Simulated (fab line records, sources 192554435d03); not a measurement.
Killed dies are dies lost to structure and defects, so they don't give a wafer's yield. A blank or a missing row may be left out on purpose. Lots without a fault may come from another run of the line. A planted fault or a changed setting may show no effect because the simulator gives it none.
Split-lot experiment | flow n5_finfet | 7 lots, 39 wafers read, on a route of 1938 steps

THE SPLIT
At N5_MIM_BOT_SPUTTER_00 (material TiN, target thk 35 nm, time 89.7 s), the setting target_thk_a was moved away from the recipe's 350 angstrom on 18 of the 39 wafers read, by -50.5% to +41.8%. The other wafers ran this setting at the recipe's value.

The reading is taken at the split's own step.

THE READING
TiN_of_MIM_BOT_SPUTTER_00.thk_nm (the simulator's own value, which no gauge read), in nm, at N5_MIM_BOT_SPUTTER_00 (material TiN, target thk 35 nm, time 89.7 s). The file gives no usual value for it. The 21 wafers here that ran the recipe average 34.8 nm, standard deviation 0.4 nm.

wafer  | tool, chamber at the split | target_thk_a as run, angstrom | against the recipe | TiN_of_MIM_BOT_SPUTTER_00.thk_nm, nm | against lot-mates on the recipe
L075.1 | pvd_sputter-03, -          | 173.2                         | -50.5%             | 17.4                                 | -17.6
L075.2 | pvd_sputter-03, -          | 350                           | recipe             | 34.8                                 | -
L075.3 | pvd_sputter-03, -          | 173.2                         | -50.5%             | 17.6                                 | -17.4
L075.5 | pvd_sputter-03, -          | 173.2                         | -50.5%             | 17.6                                 | -17.4
L075.4 | pvd_sputter-03, -          | 350                           | recipe             | 35.6                                 | -
L075.6 | pvd_sputter-03, -          | 350                           | recipe             | 34.6                                 | -
L079.1 | pvd_sputter-01, -          | 350                           | recipe             | 34.8                                 | -
L079.2 | pvd_sputter-01, -          | 476.7                         | +36.2%             | 47.2                                 | +12.4
L079.3 | pvd_sputter-01, -          | 350                           | recipe             | 35                                   | -
L079.4 | pvd_sputter-01, -          | 476.7                         | +36.2%             | 47.4                                 | +12.6
L079.5 | pvd_sputter-01, -          | 476.7                         | +36.2%             | 47.4                                 | +12.6
L079.6 | pvd_sputter-01, -          | 350                           | recipe             | 34.6                                 | -
L083.1 | pvd_sputter-01, -          | 202.3                         | -42.2%             | 20                                   | -14.7
L083.6 | pvd_sputter-01, -          | 202.3                         | -42.2%             | 20                                   | -14.7
L083.2 | pvd_sputter-01, -          | 202.3                         | -42.2%             | 19.6                                 | -15.1
L083.3 | pvd_sputter-01, -          | 350                           | recipe             | 35.2                                 | -
L083.4 | pvd_sputter-01, -          | 350                           | recipe             | 34.8                                 | -
L083.5 | pvd_sputter-01, -          | 350                           | recipe             | 34.2                                 | -
L090.1 | pvd_sputter-01, -          | 350                           | recipe             | 34.8                                 | -
L090.2 | pvd_sputter-01, -          | 350                           | recipe             | 34.6                                 | -
L090.3 | pvd_sputter-01, -          | 350                           | recipe             | 34.4                                 | -
L090.4 | pvd_sputter-01, -          | 496.2                         | +41.8%             | 49.2                                 | +14.6
L090.6 | pvd_sputter-01, -          | 496.2                         | +41.8%             | 49.2                                 | +14.6
L090.5 | pvd_sputter-01, -          | 496.2                         | +41.8%             | 49                                   | +14.4
L088.1 | pvd_sputter-01, -          | 194.7                         | -44.4%             | 19.8                                 | -15.3
L088.3 | pvd_sputter-01, -          | 194.7                         | -44.4%             | 19.8                                 | -15.3
L088.5 | pvd_sputter-01, -          | 194.7                         | -44.4%             | 19.8                                 | -15.3
L088.2 | pvd_sputter-01, -          | 350                           | recipe             | 35.6                                 | -
L088.4 | pvd_sputter-01, -          | 350                           | recipe             | 34.8                                 | -
L088.6 | pvd_sputter-01, -          | 350                           | recipe             | 34.8                                 | -
L092.1 | pvd_sputter-03, -          | 350                           | recipe             | 34.2                                 | -
L092.6 | pvd_sputter-03, -          | 350                           | recipe             | 34.2                                 | -
L092.5 | pvd_sputter-03, -          | 350                           | recipe             | 34.4                                 | -
L091.1 | pvd_sputter-02, -          | 475.6                         | +35.9%             | 48.4                                 | +13.3
L091.5 | pvd_sputter-02, -          | 475.6                         | +35.9%             | 48.4                                 | +13.3
L091.2 | pvd_sputter-02, -          | 350                           | recipe             | 35                                   | -
L091.3 | pvd_sputter-02, -          | 350                           | recipe             | 35                                   | -
L091.4 | pvd_sputter-02, -          | 350                           | recipe             | 35.4                                 | -
L091.6 | pvd_sputter-02, -          | 475.6                         | +35.9%             | 47.6                                 | +12.5

THE FIT
A straight line over all 39 wafers: TiN_of_MIM_BOT_SPUTTER_00.thk_nm changes by +0.348 nm for each +1% of target_thk_a; r = +1.00; the points scatter about the line by 0.44 nm.
The same after taking each lot's own level away (the mean of its wafers on the recipe; 39 wafers): +0.349 nm for each +1%; r = +1.00; scatter 0.3 nm.
On that fit, the largest move of target_thk_a shifts the reading by 18 nm.
The lots' own levels span 34.27 to 35.13 nm, that is 2.1 times the standard deviation above.
So the lot-to-lot level changes the slope little: the two slopes agree.
Check: with one of the wafers moved furthest among these (-50.5%) left out of the fit, the line predicts -17.6 nm for it against its lot-mates. It came out at -17.6 nm against them.

OTHER SPLITS ON THESE WAFERS
These wafers also went through other splits before the reading. Each is held against what the fit with the lots' levels taken away leaves over:
other split on the same wafers      | wafers away from the commonest value | r with TiN_of_MIM_BOT_SPUTTER_00.thk_nm (lot level and that fit taken away)
N5_BEOL_M12_ILD_DEP_00 target_thk_a | 12                                   | +0.06

THE FILE'S OWN FIT
TiN_of_MIM_BOT_SPUTTER_00.thk_nm changes by +0.349 nm for each +1% of target_thk_a, r = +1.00.
